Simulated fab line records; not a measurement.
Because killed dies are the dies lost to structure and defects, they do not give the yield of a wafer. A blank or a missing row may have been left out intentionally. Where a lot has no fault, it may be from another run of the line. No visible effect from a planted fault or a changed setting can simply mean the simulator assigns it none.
Split-lot experiment / flow n5_finfet / route with 1938 steps; 7 lots, 39 wafers read

## ABOUT THE SPLIT
At N5_BEOL_M10_ETCH_62 (etches SOC in N2/H2, target depth 110 nm, overetch 22 nm, time 165 s), the setting time_s was moved away from the recipe's 165 s on 12 of the 39 wafers read, by -49.8% to +52.4%. The other wafers ran this setting at the recipe's value.

The reading comes from the split's own step.

## THE READING
SiARC_of_BEOL_M10_COAT_60.thk_nm (the simulator's own value, which no gauge read), in nm, at N5_BEOL_M10_ETCH_62 (etches SOC in N2/H2, target depth 110 nm, overetch 22 nm, time 165 s). The file does not state a usual value for it. Here, 27 wafers ran the recipe; their average is 23.5 nm with a standard deviation of 0.18 nm.

wafer=L074.1; tool, chamber at the split=rie_diel-02, 3; time_s as run, s=165; against the recipe=recipe; SiARC_of_BEOL_M10_COAT_60.thk_nm, nm=23.2; against lot-mates on the recipe=-
wafer=L074.2; tool, chamber at the split=rie_diel-02, 0; time_s as run, s=165; against the recipe=recipe; SiARC_of_BEOL_M10_COAT_60.thk_nm, nm=23.6; against lot-mates on the recipe=-
wafer=L074.3; tool, chamber at the split=rie_diel-02, 1; time_s as run, s=165; against the recipe=recipe; SiARC_of_BEOL_M10_COAT_60.thk_nm, nm=23.4; against lot-mates on the recipe=-
wafer=L074.4; tool, chamber at the split=rie_diel-02, 0; time_s as run, s=82.81; against the recipe=-49.8%; SiARC_of_BEOL_M10_COAT_60.thk_nm, nm=26.8; against lot-mates on the recipe=+3.4
wafer=L074.5; tool, chamber at the split=rie_diel-02, 1; time_s as run, s=82.81; against the recipe=-49.8%; SiARC_of_BEOL_M10_COAT_60.thk_nm, nm=26.8; against lot-mates on the recipe=+3.4
wafer=L074.6; tool, chamber at the split=rie_diel-02, 3; time_s as run, s=82.81; against the recipe=-49.8%; SiARC_of_BEOL_M10_COAT_60.thk_nm, nm=26.6; against lot-mates on the recipe=+3.2
wafer=L075.2; tool, chamber at the split=rie_diel-01, 0; time_s as run, s=165; against the recipe=recipe; SiARC_of_BEOL_M10_COAT_60.thk_nm, nm=23.6; against lot-mates on the recipe=-
wafer=L075.4; tool, chamber at the split=rie_diel-01, 2; time_s as run, s=165; against the recipe=recipe; SiARC_of_BEOL_M10_COAT_60.thk_nm, nm=23.4; against lot-mates on the recipe=-
wafer=L075.6; tool, chamber at the split=rie_diel-01, 1; time_s as run, s=165; against the recipe=recipe; SiARC_of_BEOL_M10_COAT_60.thk_nm, nm=23.4; against lot-mates on the recipe=-
wafer=L083.1; tool, chamber at the split=rie_diel-01, 3; time_s as run, s=165; against the recipe=recipe; SiARC_of_BEOL_M10_COAT_60.thk_nm, nm=23.6; against lot-mates on the recipe=-
wafer=L083.2; tool, chamber at the split=rie_diel-01, 1; time_s as run, s=251.4; against the recipe=+52.4%; SiARC_of_BEOL_M10_COAT_60.thk_nm, nm=19.8; against lot-mates on the recipe=-3.9
wafer=L083.3; tool, chamber at the split=rie_diel-01, 2; time_s as run, s=251.4; against the recipe=+52.4%; SiARC_of_BEOL_M10_COAT_60.thk_nm, nm=19.8; against lot-mates on the recipe=-3.9
wafer=L083.4; tool, chamber at the split=rie_diel-01, 0; time_s as run, s=165; against the recipe=recipe; SiARC_of_BEOL_M10_COAT_60.thk_nm, nm=23.8; against lot-mates on the recipe=-
wafer=L083.5; tool, chamber at the split=rie_diel-01, 3; time_s as run, s=165; against the recipe=recipe; SiARC_of_BEOL_M10_COAT_60.thk_nm, nm=23.6; against lot-mates on the recipe=-
wafer=L083.6; tool, chamber at the split=rie_diel-01, 0; time_s as run, s=251.4; against the recipe=+52.4%; SiARC_of_BEOL_M10_COAT_60.thk_nm, nm=20.4; against lot-mates on the recipe=-3.3
wafer=L085.1; tool, chamber at the split=rie_diel-01, 1; time_s as run, s=165; against the recipe=recipe; SiARC_of_BEOL_M10_COAT_60.thk_nm, nm=23.4; against lot-mates on the recipe=-
wafer=L085.2; tool, chamber at the split=rie_diel-01, 2; time_s as run, s=165; against the recipe=recipe; SiARC_of_BEOL_M10_COAT_60.thk_nm, nm=23.4; against lot-mates on the recipe=-
wafer=L085.3; tool, chamber at the split=rie_diel-01, 0; time_s as run, s=165; against the recipe=recipe; SiARC_of_BEOL_M10_COAT_60.thk_nm, nm=23.6; against lot-mates on the recipe=-
wafer=L085.4; tool, chamber at the split=rie_diel-01, 3,0; time_s as run, s=165; against the recipe=recipe; SiARC_of_BEOL_M10_COAT_60.thk_nm, nm=23.6; against lot-mates on the recipe=-
wafer=L085.6; tool, chamber at the split=rie_diel-01, 3,0; time_s as run, s=165; against the recipe=recipe; SiARC_of_BEOL_M10_COAT_60.thk_nm, nm=23.6; against lot-mates on the recipe=-
wafer=L085.5; tool, chamber at the split=rie_diel-01, 3; time_s as run, s=165; against the recipe=recipe; SiARC_of_BEOL_M10_COAT_60.thk_nm, nm=23.6; against lot-mates on the recipe=-
wafer=L086.1; tool, chamber at the split=rie_diel-02, 0; time_s as run, s=165; against the recipe=recipe; SiARC_of_BEOL_M10_COAT_60.thk_nm, nm=23.8; against lot-mates on the recipe=-
wafer=L086.2; tool, chamber at the split=rie_diel-02, 3; time_s as run, s=165; against the recipe=recipe; SiARC_of_BEOL_M10_COAT_60.thk_nm, nm=23.2; against lot-mates on the recipe=-
wafer=L086.3; tool, chamber at the split=rie_diel-02, 1; time_s as run, s=165; against the recipe=recipe; SiARC_of_BEOL_M10_COAT_60.thk_nm, nm=23.4; against lot-mates on the recipe=-
wafer=L086.4; tool, chamber at the split=rie_diel-02, 2; time_s as run, s=165; against the recipe=recipe; SiARC_of_BEOL_M10_COAT_60.thk_nm, nm=23.6; against lot-mates on the recipe=-
wafer=L086.5; tool, chamber at the split=rie_diel-02, 0; time_s as run, s=165; against the recipe=recipe; SiARC_of_BEOL_M10_COAT_60.thk_nm, nm=23.8; against lot-mates on the recipe=-
wafer=L086.6; tool, chamber at the split=rie_diel-02, 1; time_s as run, s=165; against the recipe=recipe; SiARC_of_BEOL_M10_COAT_60.thk_nm, nm=23.4; against lot-mates on the recipe=-
wafer=L090.1; tool, chamber at the split=rie_diel-02, 0; time_s as run, s=122; against the recipe=-26.1%; SiARC_of_BEOL_M10_COAT_60.thk_nm, nm=25.6; against lot-mates on the recipe=+1.9
wafer=L090.2; tool, chamber at the split=rie_diel-02, 2; time_s as run, s=165; against the recipe=recipe; SiARC_of_BEOL_M10_COAT_60.thk_nm, nm=23.8; against lot-mates on the recipe=-
wafer=L090.3; tool, chamber at the split=rie_diel-02, 3; time_s as run, s=122; against the recipe=-26.1%; SiARC_of_BEOL_M10_COAT_60.thk_nm, nm=25.2; against lot-mates on the recipe=+1.5
wafer=L090.4; tool, chamber at the split=rie_diel-02, 1; time_s as run, s=122; against the recipe=-26.1%; SiARC_of_BEOL_M10_COAT_60.thk_nm, nm=25.2; against lot-mates on the recipe=+1.5
wafer=L090.5; tool, chamber at the split=rie_diel-02, 3; time_s as run, s=165; against the recipe=recipe; SiARC_of_BEOL_M10_COAT_60.thk_nm, nm=23.4; against lot-mates on the recipe=-
wafer=L090.6; tool, chamber at the split=rie_diel-02, 2; time_s as run, s=165; against the recipe=recipe; SiARC_of_BEOL_M10_COAT_60.thk_nm, nm=23.8; against lot-mates on the recipe=-
wafer=L089.1; tool, chamber at the split=rie_diel-05, 2; time_s as run, s=165; against the recipe=recipe; SiARC_of_BEOL_M10_COAT_60.thk_nm, nm=23.2; against lot-mates on the recipe=-
wafer=L089.2; tool, chamber at the split=rie_diel-05, 3; time_s as run, s=165; against the recipe=recipe; SiARC_of_BEOL_M10_COAT_60.thk_nm, nm=23.6; against lot-mates on the recipe=-
wafer=L089.3; tool, chamber at the split=rie_diel-05, 2; time_s as run, s=234.9; against the recipe=+42.4%; SiARC_of_BEOL_M10_COAT_60.thk_nm, nm=20.2; against lot-mates on the recipe=-3.3
wafer=L089.5; tool, chamber at the split=rie_diel-05, 2; time_s as run, s=234.9; against the recipe=+42.4%; SiARC_of_BEOL_M10_COAT_60.thk_nm, nm=20.2; against lot-mates on the recipe=-3.3
wafer=L089.4; tool, chamber at the split=rie_diel-05, 3; time_s as run, s=165; against the recipe=recipe; SiARC_of_BEOL_M10_COAT_60.thk_nm, nm=23.6; against lot-mates on the recipe=-
wafer=L089.6; tool, chamber at the split=rie_diel-05, 3; time_s as run, s=234.9; against the recipe=+42.4%; SiARC_of_BEOL_M10_COAT_60.thk_nm, nm=20.8; against lot-mates on the recipe=-2.7
When a row names more than one chamber, that row covers several wafers, and the file does not tell which wafer ran in which chamber.

THE FIT
A straight line over all 39 wafers: SiARC_of_BEOL_M10_COAT_60.thk_nm changes by -0.068 nm for each +1% of time_s; r = -0.99; the points scatter about the line by 0.22 nm.
The same after taking each lot's own level away (the mean of its wafers on the recipe; 39 wafers): -0.069 nm for each +1%; r = -0.99; scatter 0.2 nm.
The reading moves by 3.6 nm for the largest change in time_s, on that fit.
The span of the lots' own levels, 23.40 to 23.67 nm, comes to 1.5 times the standard deviation stated above.
Hence the lot-to-lot level has little effect on the slope; both slopes agree.
Check: with one of the wafers moved furthest among these (+52.4%) left out of the fit, the line predicts -3.61 nm for it against its lot-mates. It came out at -3.87 nm against them.

## ADDITIONAL SPLITS CARRIED BY THESE WAFERS
Other splits were also applied to these wafers ahead of the reading. Each is held against what the fit with the lots' levels taken away leaves over:
other split on the same wafers=N5_BEOL_M6_TRENCH_ETCH_37 time_s; wafers away from the commonest value=15; r with SiARC_of_BEOL_M10_COAT_60.thk_nm (lot level and that fit taken away)=-0.14
other split on the same wafers=N5_BEOL_M8_ETCH_66 target_depth_a; wafers away from the commonest value=12; r with SiARC_of_BEOL_M10_COAT_60.thk_nm (lot level and that fit taken away)=-0.11

## THE WHOLE CHAIN: every reading that the file lists as answering this split, in the file's order
step=N5_BEOL_M10_ETCH_62; what it does=etches SOC in N2/H2, target depth 110 nm, overetch 22 nm, time 165 s; reading=etch.depth_nm (the simulator's own value, which no gauge read); change (the file's fit)=not straight: 66.44 at the lowest setting, 99.9 at the recipe, 99.64 at the highest; r (the file's)=not given
step=N5_BEOL_M10_ETCH_62; what it does=etches SOC in N2/H2, target depth 110 nm, overetch 22 nm, time 165 s; reading=SiARC_of_BEOL_M10_COAT_60.thk_nm (the simulator's own value, which no gauge read); change (the file's fit)=-0.069 nm for each +1% of the setting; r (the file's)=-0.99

## FILE'S OWN FIT
SiARC_of_BEOL_M10_COAT_60.thk_nm changes by -0.069 nm for each +1% of time_s, r = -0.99.
